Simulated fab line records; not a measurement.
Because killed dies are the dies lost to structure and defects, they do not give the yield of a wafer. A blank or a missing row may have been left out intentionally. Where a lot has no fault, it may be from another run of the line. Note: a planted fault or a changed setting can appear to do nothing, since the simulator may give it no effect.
Which tool did it? || flow nand_harc || 14 lots, 41 wafers sampled, at 2 steps of a route of 1302

== WHAT EACH GAUGE READ, for each wafer ==
NHARC_P_BONDPAD_CD_MEAS_09: target cd 500 nm. Usual: cd_nm at 499.3 nm, with a standard deviation of 1.8.
{"lot": "L927", "measured": "day 6 13:13", "on": "cd_sem-01", "cd_nm (nm)": "499.3 500.0 496.8", "flag": ""}
{"lot": "L928", "measured": "day 7 00:17", "on": "cd_sem-03", "cd_nm (nm)": "503.1 500.7 502.4", "flag": ""}
{"lot": "L929", "measured": "day 7 09:17", "on": "cd_sem-03", "cd_nm (nm)": "502.4 500.3 498.3", "flag": ""}
{"lot": "L933", "measured": "day 9 08:56", "on": "cd_sem-03", "cd_nm (nm)": "498.3 498.8", "flag": ""}
{"lot": "L934", "measured": "day 9 15:01", "on": "cd_sem-03", "cd_nm (nm)": "501.2 498.9 499.8", "flag": ""}
{"lot": "L937", "measured": "day 10 19:04", "on": "cd_sem-01", "cd_nm (nm)": "499.6 497.8 499.6", "flag": ""}
{"lot": "L942", "measured": "day 12 21:05", "on": "cd_sem-01", "cd_nm (nm)": "500.9 499.4 500.0", "flag": ""}
{"lot": "L944", "measured": "day 13 21:40", "on": "cd_sem-02", "cd_nm (nm)": "496.8 497.3 498.8", "flag": ""}
{"lot": "L943", "measured": "day 13 22:42", "on": "cd_sem-03", "cd_nm (nm)": "499.9 496.2 497.2", "flag": ""}
{"lot": "L946", "measured": "day 14 11:11", "on": "cd_sem-02", "cd_nm (nm)": "496.2 497.1 497.9", "flag": ""}
{"lot": "L945", "measured": "day 14 11:29", "on": "cd_sem-01", "cd_nm (nm)": "501.8 500.5 500.8", "flag": ""}
{"lot": "L948", "measured": "day 15 15:15", "on": "cd_sem-03", "cd_nm (nm)": "500.8 501.7 499.1", "flag": ""}
{"lot": "L949", "measured": "day 15 19:42", "on": "cd_sem-02", "cd_nm (nm)": "499.1 498.7 500.5", "flag": ""}
{"lot": "L950", "measured": "day 15 20:53", "on": "cd_sem-02", "cd_nm (nm)": "497.4 498.3 499.2", "flag": ""}

== TOOL THAT RAN EACH LOT (tool first, then ch and the chambers of the sampled wafers, then the start) ==
{"lot": "L927", "NHARC_P_BONDPAD_CMP_32": "cmp-03 ch 0,1,3, day 6 12:35"}
{"lot": "L928", "NHARC_P_BONDPAD_CMP_32": "cmp-02 ch 0,1,3, day 6 23:31"}
{"lot": "L929", "NHARC_P_BONDPAD_CMP_32": "cmp-01 ch 1,3, day 7 08:26"}
{"lot": "L933", "NHARC_P_BONDPAD_CMP_32": "cmp-03 ch 0,1, day 9 08:11"}
{"lot": "L934", "NHARC_P_BONDPAD_CMP_32": "cmp-01 ch 0,1,2, day 9 14:14"}
{"lot": "L937", "NHARC_P_BONDPAD_CMP_32": "cmp-01 ch 1,2,3, day 10 18:14"}
{"lot": "L942", "NHARC_P_BONDPAD_CMP_32": "cmp-03 ch 0,2,3, day 12 20:17"}
{"lot": "L944", "NHARC_P_BONDPAD_CMP_32": "cmp-02 ch 0,1,2, day 13 20:50"}
{"lot": "L943", "NHARC_P_BONDPAD_CMP_32": "cmp-02 ch 0,1,2, day 13 21:52"}
{"lot": "L946", "NHARC_P_BONDPAD_CMP_32": "cmp-01 ch 0,1,3, day 14 10:26"}
{"lot": "L945", "NHARC_P_BONDPAD_CMP_32": "cmp-03 ch 0,1,3, day 14 10:50"}
{"lot": "L948", "NHARC_P_BONDPAD_CMP_32": "cmp-03 ch 0,1,2, day 15 14:28"}
{"lot": "L949", "NHARC_P_BONDPAD_CMP_32": "cmp-02 ch 0,1,3, day 15 19:00"}
{"lot": "L950", "NHARC_P_BONDPAD_CMP_32": "cmp-02 ch 0,1, day 15 20:05"}
- NHARC_P_BONDPAD_CMP_32: polishes SiCN, target thk 200 nm.

== AS READ BY THE TOOLS THEMSELVES (means over the sampled wafers that have a number; for cases with no such wafer, the mark the record gives instead) ==
NHARC_P_BONDPAD_CMP_32. Usual: motor_current_A at 12.4 A, with a standard deviation of 1.5.
{"lot": "L927", "tool": "cmp-03", "motor_current_A (A)": 12.8, "flag": ""}
{"lot": "L928", "tool": "cmp-02", "motor_current_A (A)": 13.0, "flag": ""}
{"lot": "L929", "tool": "cmp-01", "motor_current_A (A)": 12.3, "flag": ""}
{"lot": "L933", "tool": "cmp-03", "motor_current_A (A)": 13.4, "flag": ""}
{"lot": "L934", "tool": "cmp-01", "motor_current_A (A)": 13.2, "flag": ""}
{"lot": "L937", "tool": "cmp-01", "motor_current_A (A)": 13.2, "flag": ""}
{"lot": "L942", "tool": "cmp-03", "motor_current_A (A)": 11.8, "flag": ""}
{"lot": "L944", "tool": "cmp-02", "motor_current_A (A)": 11.9, "flag": ""}
{"lot": "L943", "tool": "cmp-02", "motor_current_A (A)": 12.1, "flag": ""}
{"lot": "L946", "tool": "cmp-01", "motor_current_A (A)": 12.4, "flag": ""}
{"lot": "L945", "tool": "cmp-03", "motor_current_A (A)": 12.4, "flag": ""}
{"lot": "L948", "tool": "cmp-03", "motor_current_A (A)": 12.3, "flag": ""}
{"lot": "L949", "tool": "cmp-02", "motor_current_A (A)": 12.6, "flag": ""}
{"lot": "L950", "tool": "cmp-02", "motor_current_A (A)": 13.0, "flag": ""}

== THE ANSWER, worked out from the rows above alone ==
Rule: lot off if the mean of its wafers having a number is beyond 3 standard deviations from the usual mean. Also off: a lot with no number at a reading for which 4 or more lots have one. The other lots that the step has rows for count as sound. Order of review: gauges by route order, followed by the tools' own readings, for which a lot's mean as printed above is used. At the first step where some lot is off, the reading lying furthest off is the one used; lots without a number count as furthest.
No lot is off at any reading shown: from this, nothing can be told.

== WHAT HAD BEEN PUT IN BY THE SIMULATOR ==
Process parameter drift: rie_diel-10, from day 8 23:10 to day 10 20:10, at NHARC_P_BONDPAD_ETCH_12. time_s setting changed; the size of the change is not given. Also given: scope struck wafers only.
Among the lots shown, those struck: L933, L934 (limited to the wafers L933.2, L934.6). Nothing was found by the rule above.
